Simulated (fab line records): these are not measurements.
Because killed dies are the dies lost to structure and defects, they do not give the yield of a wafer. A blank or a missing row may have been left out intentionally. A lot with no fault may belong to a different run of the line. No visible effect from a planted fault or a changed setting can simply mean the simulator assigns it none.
Which tool is to blame? || flow n5-finfet || 72 wafers from 24 lots sampled at 3 of the route's 1938 steps

WHAT THE GAUGES READ, wafer by wafer
N5_BEOL_M3_THK_MEAS_53: measures by xrf. Usual: M3_THK typically reads 39.6 nm, with standard deviation 1.5.
{"lot": "L074", "measured": "day 8 04:44", "on": "film-metro-02", "M3_THK (nm)": "41.6 41.5 42.8", "flag": ""}
{"lot": "L075", "measured": "day 8 18:21", "on": "film-metro-01", "M3_THK (nm)": "38.9 39.2 39.6", "flag": ""}
{"lot": "L076", "measured": "day 9 00:38", "on": "film-metro-01", "M3_THK (nm)": "39.4 39.8 39.9", "flag": ""}
{"lot": "L077", "measured": "day 9 06:10", "on": "film-metro-02", "M3_THK (nm)": "39.0 40.8 40.6", "flag": ""}
{"lot": "L078", "measured": "day 9 15:56", "on": "film-metro-01", "M3_THK (nm)": "39.6 39.9 41.9", "flag": ""}
{"lot": "L080", "measured": "day 9 17:17", "on": "film-metro-02", "M3_THK (nm)": "38.7 38.8 39.7", "flag": ""}
{"lot": "L081", "measured": "day 9 19:56", "on": "film-metro-02", "M3_THK (nm)": "40.1 42.0 42.0", "flag": ""}
{"lot": "L079", "measured": "day 9 22:22", "on": "film-metro-02", "M3_THK (nm)": "40.9 40.5 43.2", "flag": ""}
{"lot": "L082", "measured": "day 10 09:39", "on": "film-metro-01", "M3_THK (nm)": "38.5 38.7 38.9", "flag": ""}
{"lot": "L083", "measured": "day 10 15:22", "on": "film-metro-01", "M3_THK (nm)": "41.7 39.2 41.1", "flag": ""}
{"lot": "L084", "measured": "day 10 18:29", "on": "film-metro-01", "M3_THK (nm)": "38.5 39.8 40.0", "flag": ""}
{"lot": "L087", "measured": "day 11 12:17", "on": "film-metro-02", "M3_THK (nm)": "39.6 39.0 40.3", "flag": ""}
{"lot": "L086", "measured": "day 11 15:25", "on": "film-metro-01", "M3_THK (nm)": "38.1 36.8 38.3", "flag": ""}
{"lot": "L085", "measured": "day 11 17:26", "on": "film-metro-01", "M3_THK (nm)": "39.2 39.8 39.1", "flag": ""}
{"lot": "L089", "measured": "day 12 00:17", "on": "film-metro-01", "M3_THK (nm)": "37.9 37.2 39.0", "flag": ""}
{"lot": "L088", "measured": "day 12 03:16", "on": "film-metro-02", "M3_THK (nm)": "39.3 39.9 40.4", "flag": ""}
{"lot": "L091", "measured": "day 12 14:44", "on": "film-metro-01", "M3_THK (nm)": "39.3 39.1 40.8", "flag": ""}
{"lot": "L090", "measured": "day 12 15:49", "on": "film-metro-02", "M3_THK (nm)": "39.5 37.3 40.7", "flag": ""}
{"lot": "L092", "measured": "day 12 23:57", "on": "film-metro-01", "M3_THK (nm)": "39.2 41.6 41.3", "flag": ""}
{"lot": "L094", "measured": "day 13 04:35", "on": "film-metro-01", "M3_THK (nm)": "35.9 39.6 39.8", "flag": ""}
{"lot": "L093", "measured": "day 13 08:07", "on": "film-metro-01", "M3_THK (nm)": "39.6 39.1 41.3", "flag": ""}
{"lot": "L095", "measured": "day 13 09:11", "on": "film-metro-02", "M3_THK (nm)": "37.0 39.7 38.3", "flag": ""}
{"lot": "L096", "measured": "day 13 14:37", "on": "film-metro-02", "M3_THK (nm)": "39.8 41.1 41.4", "flag": ""}
{"lot": "L097", "measured": "day 13 21:28", "on": "film-metro-01", "M3_THK (nm)": "39.0 37.7 40.0", "flag": ""}

N5_BEOL_M4_CD_MEAS_11: the cd target is 16.79 nm. Usual: cd-nm reads 16.84 nm (standard deviation 0.28).
{"lot": "L074", "measured": "day 8 07:23", "on": "cd-sem-02", "cd-nm (nm)": "16.64 16.39 16.75", "flag": ""}
{"lot": "L075", "measured": "day 8 22:16", "on": "cd-sem-02", "cd-nm (nm)": "16.94 17.46 17.04", "flag": ""}
{"lot": "L076", "measured": "day 9 01:53", "on": "cd-sem-03", "cd-nm (nm)": "17.72 17.34 17.12", "flag": ""}
{"lot": "L077", "measured": "day 9 07:23", "on": "cd-sem-03", "cd-nm (nm)": "16.87 17.04 17.14", "flag": ""}
{"lot": "L078", "measured": "day 9 19:44", "on": "cd-sem-01", "cd-nm (nm)": "16.27 16.55 16.66", "flag": ""}
{"lot": "L080", "measured": "day 9 20:58", "on": "cd-sem-02", "cd-nm (nm)": "16.71 16.77 16.77", "flag": ""}
{"lot": "L081", "measured": "day 9 21:39", "on": "cd-sem-01", "cd-nm (nm)": "17.07 16.91 17.02", "flag": ""}
{"lot": "L079", "measured": "day 9 23:34", "on": "cd-sem-02", "cd-nm (nm)": "16.79 17.59 17.04", "flag": ""}
{"lot": "L082", "measured": "day 10 12:14", "on": "cd-sem-01", "cd-nm (nm)": "16.63 16.55 16.15", "flag": ""}
{"lot": "L083", "measured": "day 10 16:25", "on": "cd-sem-03", "cd-nm (nm)": "16.44 16.44 16.81", "flag": ""}
{"lot": "L084", "measured": "day 10 19:50", "on": "cd-sem-03", "cd-nm (nm)": "17.22 16.98 17.11", "flag": ""}
{"lot": "L087", "measured": "day 11 15:44", "on": "cd-sem-01", "cd-nm (nm)": "16.94 16.77 16.86", "flag": ""}
{"lot": "L086", "measured": "day 11 17:12", "on": "cd-sem-01", "cd-nm (nm)": "16.79 16.50 16.53", "flag": ""}
{"lot": "L085", "measured": "day 11 20:19", "on": "cd-sem-03", "cd-nm (nm)": "17.18 17.06 16.82", "flag": ""}
{"lot": "L089", "measured": "day 12 03:20", "on": "cd-sem-01", "cd-nm (nm)": "17.06 16.94 16.38", "flag": ""}
{"lot": "L088", "measured": "day 12 04:26", "on": "cd-sem-01", "cd-nm (nm)": "16.71 16.40 16.85", "flag": ""}
{"lot": "L091", "measured": "day 12 17:10", "on": "cd-sem-01", "cd-nm (nm)": "16.75 16.70 16.45", "flag": ""}
{"lot": "L090", "measured": "day 12 17:31", "on": "cd-sem-03", "cd-nm (nm)": "16.89 17.12 16.67", "flag": ""}
{"lot": "L092", "measured": "day 13 02:44", "on": "cd-sem-02", "cd-nm (nm)": "16.80 16.56 16.63", "flag": ""}
{"lot": "L094", "measured": "day 13 05:36", "on": "cd-sem-03", "cd-nm (nm)": "16.66 16.81 16.67", "flag": ""}
{"lot": "L093", "measured": "day 13 08:59", "on": "cd-sem-03", "cd-nm (nm)": "16.71 16.88 17.17", "flag": ""}
{"lot": "L095", "measured": "day 13 11:19", "on": "cd-sem-03", "cd-nm (nm)": "16.39 17.13 17.26", "flag": ""}
{"lot": "L096", "measured": "day 13 15:59", "on": "cd-sem-02", "cd-nm (nm)": "16.71 16.59 17.05", "flag": ""}
{"lot": "L097", "measured": "day 14 00:09", "on": "cd-sem-02", "cd-nm (nm)": "16.76 16.48 16.83", "flag": ""}

TOOL THAT RAN EACH LOT (tool first, then ch and the chambers of the sampled wafers, then the start)
{"lot": "L074", "N5_BEOL_M3_ANNEAL_51": "rtp-anneal-01 ch 0, day 8 04:08"}
{"lot": "L075", "N5_BEOL_M3_ANNEAL_51": "rtp-anneal-01 ch 0, day 8 17:46"}
{"lot": "L076", "N5_BEOL_M3_ANNEAL_51": "rtp-anneal-01 ch 0, day 9 00:05"}
{"lot": "L077", "N5_BEOL_M3_ANNEAL_51": "rtp-anneal-01 ch 0, day 9 05:37"}
{"lot": "L078", "N5_BEOL_M3_ANNEAL_51": "rtp-anneal-01 ch 0, day 9 15:04"}
{"lot": "L080", "N5_BEOL_M3_ANNEAL_51": "rtp-anneal-01 ch 0, day 9 16:26"}
{"lot": "L081", "N5_BEOL_M3_ANNEAL_51": "rtp-anneal-02 ch 0, day 9 19:05"}
{"lot": "L079", "N5_BEOL_M3_ANNEAL_51": "rtp-anneal-02 ch 0, day 9 21:35"}
{"lot": "L082", "N5_BEOL_M3_ANNEAL_51": "rtp-anneal-01 ch 0, day 10 08:59"}
{"lot": "L083", "N5_BEOL_M3_ANNEAL_51": "rtp-anneal-01 ch 0, day 10 14:46"}
{"lot": "L084", "N5_BEOL_M3_ANNEAL_51": "rtp-anneal-01 ch 0, day 10 17:59"}
{"lot": "L087", "N5_BEOL_M3_ANNEAL_51": "rtp-anneal-01 ch 0, day 11 11:42"}
{"lot": "L086", "N5_BEOL_M3_ANNEAL_51": "rtp-anneal-01 ch 0, day 11 14:49"}
{"lot": "L085", "N5_BEOL_M3_ANNEAL_51": "rtp-anneal-02 ch 0, day 11 16:56"}
{"lot": "L089", "N5_BEOL_M3_ANNEAL_51": "rtp-anneal-02 ch 0, day 11 23:44"}
{"lot": "L088", "N5_BEOL_M3_ANNEAL_51": "rtp-anneal-02 ch 0, day 12 02:46"}
{"lot": "L091", "N5_BEOL_M3_ANNEAL_51": "rtp-anneal-02 ch 0, day 12 14:09"}
{"lot": "L090", "N5_BEOL_M3_ANNEAL_51": "rtp-anneal-02 ch 0, day 12 15:14"}
{"lot": "L092", "N5_BEOL_M3_ANNEAL_51": "rtp-anneal-02 ch 0, day 12 23:25"}
{"lot": "L094", "N5_BEOL_M3_ANNEAL_51": "rtp-anneal-02 ch 0, day 13 04:05"}
{"lot": "L093", "N5_BEOL_M3_ANNEAL_51": "rtp-anneal-01 ch 0, day 13 07:14"}
{"lot": "L095", "N5_BEOL_M3_ANNEAL_51": "rtp-anneal-01 ch 0, day 13 08:25"}
{"lot": "L096", "N5_BEOL_M3_ANNEAL_51": "rtp-anneal-01 ch 0, day 13 14:07"}
{"lot": "L097", "N5_BEOL_M3_ANNEAL_51": "rtp-anneal-01 ch 0, day 13 20:52"}
- N5_BEOL_M3_ANNEAL_51: time 90 s.

WHAT THE TOOLS THEMSELVES READ (means of the sampled wafers that have a number; where no wafer has one, the mark that the record gives instead)
N5_BEOL_M3_ANNEAL_51. Usual: wafer_temp_C_max reads 226.1 (standard deviation 0.31).
{"lot": "L074", "tool": "rtp-anneal-01", "wafer_temp_C_max": 226.1, "flag": ""}
{"lot": "L075", "tool": "rtp-anneal-01", "wafer_temp_C_max": 225.7, "flag": ""}
{"lot": "L076", "tool": "rtp-anneal-01", "wafer_temp_C_max": 226.0, "flag": ""}
{"lot": "L077", "tool": "rtp-anneal-01", "wafer_temp_C_max": 226.0, "flag": ""}
{"lot": "L078", "tool": "rtp-anneal-01", "wafer_temp_C_max": 225.8, "flag": ""}
{"lot": "L080", "tool": "rtp-anneal-01", "wafer_temp_C_max": 226.0, "flag": ""}
{"lot": "L081", "tool": "rtp-anneal-02", "wafer_temp_C_max": 226.7, "flag": ""}
{"lot": "L079", "tool": "rtp-anneal-02", "wafer_temp_C_max": 226.0, "flag": ""}
{"lot": "L082", "tool": "rtp-anneal-01", "wafer_temp_C_max": 225.9, "flag": ""}
{"lot": "L083", "tool": "rtp-anneal-01", "wafer_temp_C_max": 225.8, "flag": ""}
{"lot": "L084", "tool": "rtp-anneal-01", "wafer_temp_C_max": 226.1, "flag": ""}
{"lot": "L087", "tool": "rtp-anneal-01", "wafer_temp_C_max": 226.0, "flag": ""}
{"lot": "L086", "tool": "rtp-anneal-01", "wafer_temp_C_max": 226.0, "flag": ""}
{"lot": "L085", "tool": "rtp-anneal-02", "wafer_temp_C_max": 226.3, "flag": ""}
{"lot": "L089", "tool": "rtp-anneal-02", "wafer_temp_C_max": 225.9, "flag": ""}
{"lot": "L088", "tool": "rtp-anneal-02", "wafer_temp_C_max": 226.1, "flag": ""}
{"lot": "L091", "tool": "rtp-anneal-02", "wafer_temp_C_max": 226.4, "flag": ""}
{"lot": "L090", "tool": "rtp-anneal-02", "wafer_temp_C_max": 226.4, "flag": ""}
{"lot": "L092", "tool": "rtp-anneal-02", "wafer_temp_C_max": 226.7, "flag": ""}
{"lot": "L094", "tool": "rtp-anneal-02", "wafer_temp_C_max": 226.1, "flag": ""}
{"lot": "L093", "tool": "rtp-anneal-01", "wafer_temp_C_max": 225.9, "flag": ""}
{"lot": "L095", "tool": "rtp-anneal-01", "wafer_temp_C_max": 226.0, "flag": ""}
{"lot": "L096", "tool": "rtp-anneal-01", "wafer_temp_C_max": 226.1, "flag": ""}
{"lot": "L097", "tool": "rtp-anneal-01", "wafer_temp_C_max": 225.7, "flag": ""}

THE ANSWER, worked out from the rows above alone
Rule: lot off if the mean of its wafers having a number is beyond 3 standard deviations from the usual mean. A lot without any number at a reading at which 4 lots or more have one is off too. Any other lot the step has rows for is counted as sound. First the gauges in route order, then the tools' own readings, where a lot's mean is used as printed above. At the first step where some lot is off, the reading lying furthest off is the one used; lots without a number count as furthest.
None of the lots is off at any reading shown; this tells nothing.

WHAT WAS PUT IN BY THE SIMULATOR
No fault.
